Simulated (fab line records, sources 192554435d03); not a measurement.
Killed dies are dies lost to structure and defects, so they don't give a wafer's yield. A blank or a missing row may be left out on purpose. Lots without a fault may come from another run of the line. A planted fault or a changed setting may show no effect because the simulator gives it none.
Split-lot experiment | flow n5_finfet | 7 lots, 21 wafers read, on a route of 1938 steps

THE SPLIT
At N5_BEOL_M6_ILD_DEP_00 (deposits SiCOH lowk from DEMS/porogen, target thk 179.75 nm, time 33.4 s), the setting time_s was moved away from the recipe's 33.4 s on 5 of the 21 wafers read, by -12.1% to +7.4%. The other wafers ran this setting at the recipe's value.

FROM THE SPLIT TO THE READING: what the file shows between them, 1 step
- N5_BEOL_M6_CURE_74: cures SiCOH lowk, time 240 s

THE READING
M6_ILD_THK, in nm, at N5_BEOL_M6_THK_MEAS_01. Fault-free wafers of this fab line usually give 155.1 nm, standard deviation 2 nm.

wafer  | tool, chamber at the split | time_s as run, s | against the recipe | M6_ILD_THK, nm | against lot-mates on the recipe
L077.2 | pecvd-02, 2                | 29.35            | -12.1%             | 132.8          | -22.2
L077.4 | pecvd-02, 0                | 33.4             | recipe             | 157.0          | -
L077.6 | pecvd-02, 2                | 33.4             | recipe             | 153.0          | -
L081.2 | pecvd-04, 2                | 33.4             | recipe             | 153.2          | -
L081.5 | pecvd-04, 1                | 33.4             | recipe             | 158.2          | -
L081.6 | pecvd-04, 2                | 33.4             | recipe             | 158.9          | -
L082.4 | pecvd-02, 2                | 33.4             | recipe             | 154.8          | -
L082.5 | pecvd-02, 0                | 33.4             | recipe             | 156.9          | -
L082.6 | pecvd-02, 1                | 33.4             | recipe             | 157.0          | -
L087.1 | pecvd-02, 0                | 35.87            | +7.4%              | 164.6          | +8.0
L087.4 | pecvd-02, 0                | 33.4             | recipe             | 156.6          | -
L087.6 | pecvd-02, 1                | 35.87            | +7.4%              | 167.5          | +10.9
L086.1 | pecvd-03, 0                | 33.4             | recipe             | 154.6          | -
L086.3 | pecvd-03, 2                | 30.11            | -9.9%              | 138.3          | -17.2
L086.6 | pecvd-03, 1                | 33.4             | recipe             | 156.5          | -
L090.2 | pecvd-04, 2                | 33.4             | recipe             | 150.1          | -
L090.3 | pecvd-04, 1                | 33.4             | recipe             | 152.1          | -
L090.6 | pecvd-04, 0                | 33.4             | recipe             | 153.4          | -
L095.1 | pecvd-02, 0                | 33.4             | recipe             | 155.4          | -
L095.3 | pecvd-02, 1                | 31.46            | -5.8%              | 146.5          | -9.9
L095.4 | pecvd-02, 0                | 33.4             | recipe             | 157.4          | -

THE FIT
A straight line over all 21 wafers: M6_ILD_THK changes by +1.67 nm for each +1% of time_s; r = +0.95; the points scatter about the line by 2.3 nm.
The same after taking each lot's own level away (the mean of its wafers on the recipe; 21 wafers): +1.63 nm for each +1%; r = +0.97; scatter 1.8 nm.
On that fit, the largest move of time_s shifts the reading by 20 nm.
The lots' own levels span 151.87 to 156.77 nm, that is 2.4 times the standard deviation above.
So the lot-to-lot level changes the slope little: the two slopes agree.
Check: with one of the wafers moved furthest among these (-12.1%) left out of the fit, the line predicts -18.9 nm for it against its lot-mates. It came out at -22.2 nm against them.

OTHER SPLITS ON THESE WAFERS
These wafers also went through other splits before the reading. Each is held against what the fit with the lots' levels taken away leaves over:
other split on the same wafers    | wafers away from the commonest value | r with M6_ILD_THK (lot level and that fit taken away)
N5_BEOL_M4_TRENCH_ETCH_37 time_s  | 12                                   | +0.15
N5_BEOL_M5_PECVD_70 temp_c        | 6                                    | +0.03
N5_BEOL_M5_HM_DEP_02 target_thk_a | 7                                    | +0.16

THE WHOLE CHAIN: every reading that the file lists as answering this split, in the file's order
step                   | what it does                                                             | reading                                                                                  | change (the file's fit)              | r (the file's)
N5_BEOL_M6_ILD_DEP_00  | deposits SiCOH lowk from DEMS/porogen, target thk 179.75 nm, time 33.4 s | SiCOH_lowk_of_BEOL_M6_ILD_DEP_00.thk_nm (the simulator's own value, which no gauge read) | +1.96 nm for each +1% of the setting | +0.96
N5_BEOL_M6_CURE_74     | cures SiCOH lowk, time 240 s                                             | SiCOH_lowk_of_BEOL_M6_ILD_DEP_00.thk_nm (the simulator's own value, which no gauge read) | +1.71 nm for each +1% of the setting | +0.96
N5_BEOL_M6_THK_MEAS_01 |                                                                          | M6_ILD_THK                                                                               | +1.7 for each +1% of the setting     | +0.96

THE FILE'S OWN FIT
M6_ILD_THK changes by +1.7 nm for each +1% of time_s, r = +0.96.
